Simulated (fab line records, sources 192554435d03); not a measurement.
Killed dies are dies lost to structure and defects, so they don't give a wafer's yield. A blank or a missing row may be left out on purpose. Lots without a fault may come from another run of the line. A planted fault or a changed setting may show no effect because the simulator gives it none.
A struck lot beside a sound one | flow n5_finfet | 15 steps out of a route of 1938
Sound: wafers L291.3, L291.4, L291.6. Struck: wafer L298.4. (L298.2, L298.6 of the same lot were not struck and are left out.) The cause comes at the end.
At each step with rows: each side's tool, then ch and its chambers, then its first start. Under that, the readings that differ: sound wafers | struck wafers | difference of the means | sigmas: that difference in standard deviations of wafers without a fault.
alike: readings whose means differ by less than 2 such deviations, and words and numbers that are the same on both sides. not compared: withheld readings, readings that some wafer has no value for, bounds like >300 that may hide the same value, and numbers for which the record gives no deviation and whose values overlap.
The two part at a step that has a row with sigmas, a row that says differs or no value, or rows on one side only. Numbers that don't overlap but have no deviation are shown without sigmas and don't part them. A reading that every wafer of one side lacks parts them only if that side has two wafers or more.

first, 7 steps without rows for these wafers: N5_BEOL_M5_COAT_74 (time 60 s, resist thk 5 nm); N5_BEOL_M5_COAT_22 (resist thk 30 nm); N5_BEOL_M5_EBR_24; N5_BEOL_M5_SOFTBAKE_23 (time 60 s); N5_BEOL_M5_EXPOSE_25 (exposes mask V4, defocus 10 nm); N5_BEOL_M5_PEB_26 (peb time 60 s); N5_BEOL_M5_DEVELOP_27 (develop time 30 s).
N5_BEOL_M5_CD_MEAS_28: target cd 30.6 nm, target cd y 20 nm.
  sound on cd_sem-03 ch 0, day 10 12:58; struck on cd_sem-02 ch 0, day 11 15:34
  alike: cd_nm
N5_BEOL_M5_OVL_MEAS_29:
  sound on overlay-01 ch 0, day 10 13:00; struck on overlay-02 ch 0, day 11 15:36
  alike: V4_OVL
N5_BEOL_M5_INSPECT_30: inspects for defects (brightfield).
  sound on defect_inspect-02, day 10 13:03; struck on defect_inspect-02, day 11 15:39
  reading          | sound       | struck | difference | sigmas
  raw_defect_count | 413 367 356 | 628    | +249       | +2
N5_BEOL_M5_DESCUM_33: chemistry O2, time 7 s.
  sound on rie_diel-01 ch 0,1,3, day 10 13:46; struck on rie_diel-06 ch 2, day 11 15:41
  alike: drypump_motor_current_A, o2_flow_sccm, oes_product_au, rf_vpp_V, showerhead_plenum_p_Torr, throttle_valve_pct
  not compared: rf_hours_counter_h
N5_BEOL_M5_ETCH_75: etches underlayer in N2/H2, target depth 6.5 nm, time 5.2 s.
  sound on rie_diel-01 ch 0,1,3, day 10 13:47; struck on rie_diel-06 ch 2, day 11 15:43
  reading               | sound          | struck | difference | sigmas
  etch_rf_on_time_s (s) | 5.30 5.10 5.25 | 5.00   | -0.22      | -2
  alike: drypump_motor_current_A, oes_product_au, rf_vpp_V, showerhead_plenum_p_Torr, throttle_valve_pct
  not compared: rf_hours_counter_h
N5_BEOL_M5_ETCH_67: etches SiARC in CF4, target depth 15.6 nm, time 26 s.
  sound on rie_diel-01 ch 0,1,3, day 10 13:49; struck on rie_diel-06 ch 2, day 11 15:44
  reading               | sound          | struck | difference | sigmas
  etch_rf_on_time_s (s) | 26.1 25.4 26.4 | 15.5   | -10.5      | -24
  oes_product_au (a.u.) | 0.69 0.78 0.70 | 1.05   | +0.33      | +5
  alike: drypump_motor_current_A, rf_vpp_V, showerhead_plenum_p_Torr, throttle_valve_pct
  not compared: rf_hours_counter_h
N5_BEOL_M5_ETCH_68: etches SOC in N2/H2, target depth 80 nm, overetch 16 nm, time 120 s.
  sound on rie_diel-01 ch 0,1,3, day 10 13:50; struck on rie_diel-06 ch 2, day 11 15:46
  alike: drypump_motor_current_A, oes_product_au, rf_vpp_V, showerhead_plenum_p_Torr, throttle_valve_pct
  not compared: rf_hours_counter_h
-- the record jumps here: 4 days lie between the struck wafers' starts before and after (it left off in module BEOL_M5 and takes up again in module PASSIVATION, whose first step shown is number 1936 of the route) --
N5_PASSIVATION_PROBE_49:
  sound on prober-02, day 14 23:29; struck on prober-02, day 16 02:04
  reading                  | sound          | struck | difference | sigmas
  defect_limited_yield (%) | 93.7 92.8 92.7 | 89.7   | -3.4       | -3
  killed_at_front_end      | 26 26 23       | 56     | +31        | +3
  killed_dies              | 74 85 86       | 121    | +39        | +3
  killed_short             | 20 37 28       | 47     | +19        | +2
  sort_bin_6_memory (%)    | 2.3 3.1 2.5    | 4.0    | +1.4       | +2
  sort_n_pass              | 1106 1095 1094 | 1059   | -39        | -3
  sort_yield_pct (%)       | 93.7 92.8 92.7 | 89.7   | -3.4       | -3
  alike: killed_at_M0_to_M3, killed_at_M4_up, killed_at_contacts, killed_at_other, killed_open, sort_bin_5_function

WHERE THEY PART
First at N5_BEOL_M5_INSPECT_30; last, within this record, at N5_PASSIVATION_PROBE_49.

WHY: what the simulator had put in
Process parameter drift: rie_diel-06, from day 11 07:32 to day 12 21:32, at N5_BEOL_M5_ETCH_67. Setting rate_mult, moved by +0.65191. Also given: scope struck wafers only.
